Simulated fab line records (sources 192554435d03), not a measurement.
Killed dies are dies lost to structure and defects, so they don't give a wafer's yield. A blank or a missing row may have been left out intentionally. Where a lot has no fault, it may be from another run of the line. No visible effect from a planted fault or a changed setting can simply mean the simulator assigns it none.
Matching of chambers -- flow n5 finfet -- 3 sister chambers for N5_BEOL_M2_PRE_CLEAN_60 on cvd co-02
The step time 15 s. 3 wafers are shown with their chamber, then 8 later ones without.

EACH WAFER AND ITS CHAMBER
wafer,chamber,heater power w (W)
L085.4,0,78
L085.5,1,80
L087.3,2,74

WAFERS WHOSE CHAMBER IS MISSING
wafer,heater power w (W)
L087.4,73
L087.6,78
L094.1,73
L094.4,74
L094.6,78
L097.1,77
L097.5,81
L097.6,73

CHAMBER TAKEN BY EACH
wafer,from the rows above,in truth
L087.4,2,2
L087.6,0,0
L094.1,2,2
L094.4,2,2
L094.6,0,0
L097.1,0,0
L097.5,1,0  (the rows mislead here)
L097.6,2,2
Correctly placed: 7 of 8. Not placeable from these rows: 0. Wrongly placed: 1.
How it was worked out, from the rows above alone: a wafer's distance from a chamber is the root of the sum, over the readings, of the square of ((its reading less the chamber's mean) divided by the reading's scatter). If the next closest chamber is less than 2 further off than the closest, the wafer can't be placed; otherwise it belongs to the closest. Each chamber's mean is taken over the wafers shown for it. The scatter (one wafer shown for each chamber): square how far every hidden wafer sits from the nearest shown wafer, average those squares and take the square root.
